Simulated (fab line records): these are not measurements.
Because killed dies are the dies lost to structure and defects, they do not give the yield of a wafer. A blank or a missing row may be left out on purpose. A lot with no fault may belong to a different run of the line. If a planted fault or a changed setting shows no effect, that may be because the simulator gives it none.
What tool caused it? / flow nandHarc / 14 lots with 42 wafers sampled at 4 steps, on a route of 1302 steps

## WHAT THE GAUGES SHOWED, per wafer
Not one reading of a measure or inspect step in the record can be checked against a usual standard deviation.

## EACH LOT AND THE TOOL THAT RAN IT (in order: tool; ch and the chambers of the sampled wafers; start)
lot=L511; NHARC_A_STAIRCASE_ETCH_170=rieDiel-01 ch 0,1,3, day 16 11:17 or earlier; NHARC_A_STAIRCASE_STRIP_171=plasmaAsher-02 ch 0,1, day 16 11:17; NHARC_A_STAIRCASE_TRIM_22=rieDiel-01 ch 0,2,3, day 16 14:49 or earlier; NHARC_A_STAIRCASE_ETCH_27=rieDiel-01 ch 0,2,3, day 16 14:49
lot=L513; NHARC_A_STAIRCASE_ETCH_170=rieDiel-01 ch 0,2,3, day 17 21:49 or earlier; NHARC_A_STAIRCASE_STRIP_171=plasmaAsher-01 ch 1, day 17 21:49; NHARC_A_STAIRCASE_TRIM_22=rieDiel-04 ch 0,1, day 18 01:20 or earlier; NHARC_A_STAIRCASE_ETCH_27=rieDiel-04 ch 0,3, day 18 01:20
lot=L515; NHARC_A_STAIRCASE_ETCH_170=rieDiel-01 ch 1,2,3, day 18 00:30 or earlier; NHARC_A_STAIRCASE_STRIP_171=plasmaAsher-01 ch 0,1, day 18 00:30; NHARC_A_STAIRCASE_TRIM_22=rieDiel-09 ch 0,2,3, day 18 03:53 or earlier; NHARC_A_STAIRCASE_ETCH_27=rieDiel-09 ch 0,2,3, day 18 03:53
lot=L514; NHARC_A_STAIRCASE_ETCH_170=rieDiel-09 ch 0,2,3, day 18 06:01 or earlier; NHARC_A_STAIRCASE_STRIP_171=plasmaAsher-01 ch 0,1, day 18 06:01; NHARC_A_STAIRCASE_TRIM_22=rieDiel-09 ch 1,2,3, day 18 09:39 or earlier; NHARC_A_STAIRCASE_ETCH_27=rieDiel-09 ch 1,2,3, day 18 09:39
lot=L512; NHARC_A_STAIRCASE_ETCH_170=rieDiel-09 ch 0,2,3, day 18 06:10 or earlier; NHARC_A_STAIRCASE_STRIP_171=plasmaAsher-02 ch 0,1, day 18 06:10; NHARC_A_STAIRCASE_TRIM_22=rieDiel-01 ch 0,1,2, day 18 10:04 or earlier; NHARC_A_STAIRCASE_ETCH_27=rieDiel-01 ch 0,2, day 18 10:04
lot=L517; NHARC_A_STAIRCASE_ETCH_170=rieDiel-04 ch 1,3, day 18 14:05 or earlier; NHARC_A_STAIRCASE_STRIP_171=plasmaAsher-01 ch 0,1, day 18 14:05; NHARC_A_STAIRCASE_TRIM_22=rieDiel-04 ch 0,2, day 18 18:08 or earlier; NHARC_A_STAIRCASE_ETCH_27=rieDiel-04 ch 0,2,3, day 18 18:08
lot=L522; NHARC_A_STAIRCASE_ETCH_170=rieDiel-04 ch 0,1,3, day 21 12:16 or earlier; NHARC_A_STAIRCASE_STRIP_171=plasmaAsher-01 ch 1, day 21 12:16; NHARC_A_STAIRCASE_TRIM_22=rieDiel-01 ch 2,3, day 21 15:49 or earlier; NHARC_A_STAIRCASE_ETCH_27=rieDiel-01 ch 2,3, day 21 15:49
lot=L524; NHARC_A_STAIRCASE_ETCH_170=rieDiel-01 ch 0,3, day 22 01:01 or earlier; NHARC_A_STAIRCASE_STRIP_171=plasmaAsher-02 ch 0,1, day 22 01:01; NHARC_A_STAIRCASE_TRIM_22=rieDiel-01 ch 0,1,2, day 22 04:41 or earlier; NHARC_A_STAIRCASE_ETCH_27=rieDiel-01 ch 1,2,3, day 22 04:41
lot=L525; NHARC_A_STAIRCASE_ETCH_170=rieDiel-01 ch 0,2,3, day 22 15:49 or earlier; NHARC_A_STAIRCASE_STRIP_171=plasmaAsher-02 ch 0,1, day 22 15:49; NHARC_A_STAIRCASE_TRIM_22=rieDiel-09 ch 0,1,3, day 22 19:20 or earlier; NHARC_A_STAIRCASE_ETCH_27=rieDiel-09 ch 0,2, day 22 19:20
lot=L528; NHARC_A_STAIRCASE_ETCH_170=rieDiel-09 ch 1,2,3, day 24 10:16 or earlier; NHARC_A_STAIRCASE_STRIP_171=plasmaAsher-02 ch 0,1, day 24 10:16; NHARC_A_STAIRCASE_TRIM_22=rieDiel-09 ch 0,1,2, day 24 13:53 or earlier; NHARC_A_STAIRCASE_ETCH_27=rieDiel-09 ch 0,2,3, day 24 13:53
lot=L529; NHARC_A_STAIRCASE_ETCH_170=rieDiel-09 ch 0,1,3, day 24 21:21 or earlier; NHARC_A_STAIRCASE_STRIP_171=plasmaAsher-01 ch 0,1, day 24 21:21; NHARC_A_STAIRCASE_TRIM_22=rieDiel-01 ch 1,2,3, day 25 01:02 or earlier; NHARC_A_STAIRCASE_ETCH_27=rieDiel-01 ch 0,1,3, day 25 01:02
lot=L531; NHARC_A_STAIRCASE_ETCH_170=rieDiel-01 ch 1,2,3, day 24 21:31 or earlier; NHARC_A_STAIRCASE_STRIP_171=plasmaAsher-02 ch 0,1, day 24 21:31; NHARC_A_STAIRCASE_TRIM_22=rieDiel-09 ch 0,1,2, day 25 01:01 or earlier; NHARC_A_STAIRCASE_ETCH_27=rieDiel-09 ch 0,1,2, day 25 01:01
lot=L530; NHARC_A_STAIRCASE_ETCH_170=rieDiel-04 ch 0,1, day 25 06:15 or earlier; NHARC_A_STAIRCASE_STRIP_171=plasmaAsher-02 ch 0,1, day 25 06:15; NHARC_A_STAIRCASE_TRIM_22=rieDiel-01 ch 0,1,3, day 25 09:59 or earlier; NHARC_A_STAIRCASE_ETCH_27=rieDiel-01 ch 2,3, day 25 09:59
lot=L532; NHARC_A_STAIRCASE_ETCH_170=rieDiel-01 ch 2,3, day 26 02:14 or earlier; NHARC_A_STAIRCASE_STRIP_171=plasmaAsher-02 ch 0,1, day 26 02:14; NHARC_A_STAIRCASE_TRIM_22=rieDiel-09 ch 0,3, day 26 05:40 or earlier; NHARC_A_STAIRCASE_ETCH_27=rieDiel-09 ch 1,2,3, day 26 05:40
- NHARC_A_STAIRCASE_ETCH_170: etches the open film in C4F6/O2, target depth 200 nm, time 66.667 s.
- NHARC_A_STAIRCASE_STRIP_171: strips in O2.
- NHARC_A_STAIRCASE_TRIM_22: chemistry O2, time 211.2 s.
- NHARC_A_STAIRCASE_ETCH_27: etches the open film in C4F8/O2, target depth 100 nm, time 40.5 s.

## WHAT THE TOOLS THEMSELVES READ (means of the sampled wafers that have a number; where no wafer has one, the mark that the record gives instead)
NHARC_A_STAIRCASE_ETCH_170. Usual: value, then standard deviation, for each; c4f6FlowSccm 25.00 sccm / 0.075; drypumpMotorCurrentA 5.9 A / 0.52; oesProductAu 0.978 a.u. / 0.014; rfVppV 548 V / 3.1; runLengthS 88.0 s / 0.46; showerheadPlenumPTorr 3.96 Torr / 0.14; throttleValvePct 26.904 % / 0.0097.
lot=L511; tool=rieDiel-01; c4f6FlowSccm (sccm)=24.90; drypumpMotorCurrentA (A)=5.5; oesProductAu (a.u.)=0.988; rfVppV (V)=548; runLengthS (s)=88.3; showerheadPlenumPTorr (Torr)=3.98; throttleValvePct (%)=26.893; flag=
lot=L513; tool=rieDiel-01; c4f6FlowSccm (sccm)=25.02; drypumpMotorCurrentA (A)=5.9; oesProductAu (a.u.)=0.981; rfVppV (V)=548; runLengthS (s)=88.1; showerheadPlenumPTorr (Torr)=3.98; throttleValvePct (%)=26.914; flag=
lot=L515; tool=rieDiel-01; c4f6FlowSccm (sccm)=24.98; drypumpMotorCurrentA (A)=5.9; oesProductAu (a.u.)=0.982; rfVppV (V)=546; runLengthS (s)=87.9; showerheadPlenumPTorr (Torr)=3.92; throttleValvePct (%)=26.907; flag=
lot=L514; tool=rieDiel-09; c4f6FlowSccm (sccm)=24.98; drypumpMotorCurrentA (A)=5.9; oesProductAu (a.u.)=0.979; rfVppV (V)=547; runLengthS (s)=88.1; showerheadPlenumPTorr (Torr)=3.91; throttleValvePct (%)=26.908; flag=
lot=L512; tool=rieDiel-09; c4f6FlowSccm (sccm)=24.99; drypumpMotorCurrentA (A)=5.9; oesProductAu (a.u.)=0.970; rfVppV (V)=546; runLengthS (s)=88.2; showerheadPlenumPTorr (Torr)=3.91; throttleValvePct (%)=26.902; flag=
lot=L517; tool=rieDiel-04; c4f6FlowSccm (sccm)=25.02; drypumpMotorCurrentA (A)=5.7; oesProductAu (a.u.)=0.972; rfVppV (V)=549; runLengthS (s)=87.6; showerheadPlenumPTorr (Torr)=4.04; throttleValvePct (%)=26.907; flag=
lot=L522; tool=rieDiel-04; c4f6FlowSccm (sccm)=25.00; drypumpMotorCurrentA (A)=5.6; oesProductAu (a.u.)=0.942; rfVppV (V)=548; runLengthS (s)=87.6; showerheadPlenumPTorr (Torr)=3.97; throttleValvePct (%)=26.906; flag=
lot=L524; tool=rieDiel-01; c4f6FlowSccm (sccm)=24.91; drypumpMotorCurrentA (A)=5.5; oesProductAu (a.u.)=0.979; rfVppV (V)=549; runLengthS (s)=88.3; showerheadPlenumPTorr (Torr)=4.02; throttleValvePct (%)=26.903; flag=
lot=L525; tool=rieDiel-01; c4f6FlowSccm (sccm)=25.02; drypumpMotorCurrentA (A)=6.0; oesProductAu (a.u.)=0.980; rfVppV (V)=548; runLengthS (s)=87.9; showerheadPlenumPTorr (Torr)=3.96; throttleValvePct (%)=26.909; flag=
lot=L528; tool=rieDiel-09; c4f6FlowSccm (sccm)=25.01; drypumpMotorCurrentA (A)=6.0; oesProductAu (a.u.)=0.972; rfVppV (V)=548; runLengthS (s)=88.0; showerheadPlenumPTorr (Torr)=3.98; throttleValvePct (%)=26.892; flag=
lot=L529; tool=rieDiel-09; c4f6FlowSccm (sccm)=25.01; drypumpMotorCurrentA (A)=6.2; oesProductAu (a.u.)=0.973; rfVppV (V)=546; runLengthS (s)=88.1; showerheadPlenumPTorr (Torr)=3.90; throttleValvePct (%)=26.902; flag=
lot=L531; tool=rieDiel-01; c4f6FlowSccm (sccm)=25.03; drypumpMotorCurrentA (A)=5.9; oesProductAu (a.u.)=0.985; rfVppV (V)=546; runLengthS (s)=87.8; showerheadPlenumPTorr (Torr)=3.89; throttleValvePct (%)=26.910; flag=
lot=L530; tool=rieDiel-04; c4f6FlowSccm (sccm)=25.00; drypumpMotorCurrentA (A)=5.2; oesProductAu (a.u.)=0.979; rfVppV (V)=548; runLengthS (s)=87.2; showerheadPlenumPTorr (Torr)=4.00; throttleValvePct (%)=26.900; flag=
lot=L532; tool=rieDiel-01; c4f6FlowSccm (sccm)=25.00; drypumpMotorCurrentA (A)=6.4; oesProductAu (a.u.)=0.974; rfVppV (V)=545; runLengthS (s)=87.8; showerheadPlenumPTorr (Torr)=3.89; throttleValvePct (%)=26.906; flag=

NHARC_A_STAIRCASE_STRIP_171. Usual: drypumpMotorCurrentA 5.6 A, standard deviation 0.34; heaterPowerW 332 W, standard deviation 11.
lot=L511; tool=plasmaAsher-02; drypumpMotorCurrentA (A)=5.6; heaterPowerW (W)=343; flag=
lot=L513; tool=plasmaAsher-01; drypumpMotorCurrentA (A)=5.2; heaterPowerW (W)=335; flag=
lot=L515; tool=plasmaAsher-01; drypumpMotorCurrentA (A)=5.4; heaterPowerW (W)=329; flag=
lot=L514; tool=plasmaAsher-01; drypumpMotorCurrentA (A)=5.6; heaterPowerW (W)=316; flag=
lot=L512; tool=plasmaAsher-02; drypumpMotorCurrentA (A)=5.6; heaterPowerW (W)=335; flag=
lot=L517; tool=plasmaAsher-01; drypumpMotorCurrentA (A)=5.6; heaterPowerW (W)=327; flag=
lot=L522; tool=plasmaAsher-01; drypumpMotorCurrentA (A)=5.2; heaterPowerW (W)=335; flag=
lot=L524; tool=plasmaAsher-02; drypumpMotorCurrentA (A)=5.6; heaterPowerW (W)=335; flag=
lot=L525; tool=plasmaAsher-02; drypumpMotorCurrentA (A)=5.6; heaterPowerW (W)=336; flag=
lot=L528; tool=plasmaAsher-02; drypumpMotorCurrentA (A)=5.9; heaterPowerW (W)=342; flag=
lot=L529; tool=plasmaAsher-01; drypumpMotorCurrentA (A)=5.4; heaterPowerW (W)=333; flag=
lot=L531; tool=plasmaAsher-02; drypumpMotorCurrentA (A)=5.9; heaterPowerW (W)=340; flag=
lot=L530; tool=plasmaAsher-02; drypumpMotorCurrentA (A)=5.6; heaterPowerW (W)=338; flag=
lot=L532; tool=plasmaAsher-02; drypumpMotorCurrentA (A)=5.9; heaterPowerW (W)=338; flag=

NHARC_A_STAIRCASE_TRIM_22. Usual: drypumpMotorCurrentA 5.9 A, standard deviation 0.51; oesProductAu 1.004 a.u., standard deviation 0.01; rfVppV 57.8 V, standard deviation 0.88; showerheadPlenumPTorr 3.56 Torr, standard deviation 0.14; throttleValvePct 17.035 %, standard deviation 0.0095.
lot=L511; tool=rieDiel-01; drypumpMotorCurrentA (A)=5.9; oesProductAu (a.u.)=1.010; rfVppV (V)=57.5; showerheadPlenumPTorr (Torr)=3.59; throttleValvePct (%)=17.029; flag=
lot=L513; tool=rieDiel-04; drypumpMotorCurrentA (A)=5.3; oesProductAu (a.u.)=1.000; rfVppV (V)=59.2; showerheadPlenumPTorr (Torr)=3.68; throttleValvePct (%)=17.030; flag=
lot=L515; tool=rieDiel-09; drypumpMotorCurrentA (A)=5.9; oesProductAu (a.u.)=1.008; rfVppV (V)=58.1; showerheadPlenumPTorr (Torr)=3.51; throttleValvePct (%)=17.035; flag=
lot=L514; tool=rieDiel-09; drypumpMotorCurrentA (A)=6.0; oesProductAu (a.u.)=1.010; rfVppV (V)=58.1; showerheadPlenumPTorr (Torr)=3.60; throttleValvePct (%)=17.025; flag=
lot=L512; tool=rieDiel-01; drypumpMotorCurrentA (A)=5.7; oesProductAu (a.u.)=1.004; rfVppV (V)=58.0; showerheadPlenumPTorr (Torr)=3.67; throttleValvePct (%)=17.033; flag=
lot=L517; tool=rieDiel-04; drypumpMotorCurrentA (A)=5.4; oesProductAu (a.u.)=0.998; rfVppV (V)=58.1; showerheadPlenumPTorr (Torr)=3.58; throttleValvePct (%)=17.027; flag=
lot=L522; tool=rieDiel-01; drypumpMotorCurrentA (A)=6.2; oesProductAu (a.u.)=0.998; rfVppV (V)=58.1; showerheadPlenumPTorr (Torr)=3.43; throttleValvePct (%)=17.033; flag=
lot=L524; tool=rieDiel-01; drypumpMotorCurrentA (A)=5.7; oesProductAu (a.u.)=0.998; rfVppV (V)=56.8; showerheadPlenumPTorr (Torr)=3.65; throttleValvePct (%)=17.035; flag=
lot=L525; tool=rieDiel-09; drypumpMotorCurrentA (A)=6.2; oesProductAu (a.u.)=1.003; rfVppV (V)=58.0; showerheadPlenumPTorr (Torr)=3.51; throttleValvePct (%)=17.035; flag=
lot=L528; tool=rieDiel-09; drypumpMotorCurrentA (A)=6.2; oesProductAu (a.u.)=1.008; rfVppV (V)=57.2; showerheadPlenumPTorr (Torr)=3.46; throttleValvePct (%)=17.041; flag=
lot=L529; tool=rieDiel-01; drypumpMotorCurrentA (A)=5.9; oesProductAu (a.u.)=0.996; rfVppV (V)=57.8; showerheadPlenumPTorr (Torr)=3.50; throttleValvePct (%)=17.041; flag=
lot=L531; tool=rieDiel-09; drypumpMotorCurrentA (A)=6.2; oesProductAu (a.u.)=1.011; rfVppV (V)=58.0; showerheadPlenumPTorr (Torr)=3.46; throttleValvePct (%)=17.029; flag=
lot=L530; tool=rieDiel-01; drypumpMotorCurrentA (A)=5.5; oesProductAu (a.u.)=1.001; rfVppV (V)=58.3; showerheadPlenumPTorr (Torr)=3.55; throttleValvePct (%)=17.032; flag=
lot=L532; tool=rieDiel-09; drypumpMotorCurrentA (A)=6.0; oesProductAu (a.u.)=0.999; rfVppV (V)=57.2; showerheadPlenumPTorr (Torr)=3.41; throttleValvePct (%)=17.035; flag=

NHARC_A_STAIRCASE_ETCH_27. Usual: oesProductAu 0.948 a.u., standard deviation 0.011; rfVppV 897 V, standard deviation 4.8; runLengthS 61.9 s, standard deviation 0.43.
lot=L511; tool=rieDiel-01; oesProductAu (a.u.)=0.961; rfVppV (V)=897; runLengthS (s)=61.9; flag=
lot=L513; tool=rieDiel-04; oesProductAu (a.u.)=0.943; rfVppV (V)=895; runLengthS (s)=61.3; flag=
lot=L515; tool=rieDiel-09; oesProductAu (a.u.)=0.949; rfVppV (V)=894; runLengthS (s)=62.1; flag=
lot=L514; tool=rieDiel-09; oesProductAu (a.u.)=0.955; rfVppV (V)=898; runLengthS (s)=61.8; flag=
lot=L512; tool=rieDiel-01; oesProductAu (a.u.)=0.940; rfVppV (V)=902; runLengthS (s)=62.0; flag=
lot=L517; tool=rieDiel-04; oesProductAu (a.u.)=0.936; rfVppV (V)=897; runLengthS (s)=61.7; flag=
lot=L522; tool=rieDiel-01; oesProductAu (a.u.)=0.956; rfVppV (V)=896; runLengthS (s)=69.6; flag=OFF
lot=L524; tool=rieDiel-01; oesProductAu (a.u.)=0.946; rfVppV (V)=896; runLengthS (s)=69.5; flag=OFF
lot=L525; tool=rieDiel-09; oesProductAu (a.u.)=0.952; rfVppV (V)=891; runLengthS (s)=62.3; flag=
lot=L528; tool=rieDiel-09; oesProductAu (a.u.)=0.941; rfVppV (V)=894; runLengthS (s)=61.9; flag=
lot=L529; tool=rieDiel-01; oesProductAu (a.u.)=0.937; rfVppV (V)=896; runLengthS (s)=61.9; flag=
lot=L531; tool=rieDiel-09; oesProductAu (a.u.)=0.964; rfVppV (V)=893; runLengthS (s)=62.2; flag=
lot=L530; tool=rieDiel-01; oesProductAu (a.u.)=0.933; rfVppV (V)=894; runLengthS (s)=61.6; flag=
lot=L532; tool=rieDiel-09; oesProductAu (a.u.)=0.950; rfVppV (V)=898; runLengthS (s)=61.8; flag=

## THE ANSWER, worked out from the rows above alone
Rule: take the mean of a lot's wafers that have a number; if it is more than 3 standard deviations from the usual mean, the lot is off. Also off: a lot with no number at a reading for which 4 or more lots have one. Any other lot the step has rows for is counted as sound. The gauges are gone through in route order, then the tools' own readings, and for those a lot's mean is taken as printed above. At the first step where some lot is off, the reading lying furthest off is the one used; lots without a number count as furthest.
Off: L522, L524, at NHARC_A_STAIRCASE_ETCH_27 (runLengthS).
A tool fits if, at that step or a process step before it, it ran every lot that is off, and no sound lot after the first of them. NHARC_A_STAIRCASE_ETCH_170: start missing for some lots; hours and lot order therefore follow NHARC_A_STAIRCASE_STRIP_171. NHARC_A_STAIRCASE_TRIM_22: start missing for some lots; hours and lot order therefore follow NHARC_A_STAIRCASE_ETCH_27. Not one of the candidates tried fits.

## WHAT THE SIMULATOR HAD INSERTED
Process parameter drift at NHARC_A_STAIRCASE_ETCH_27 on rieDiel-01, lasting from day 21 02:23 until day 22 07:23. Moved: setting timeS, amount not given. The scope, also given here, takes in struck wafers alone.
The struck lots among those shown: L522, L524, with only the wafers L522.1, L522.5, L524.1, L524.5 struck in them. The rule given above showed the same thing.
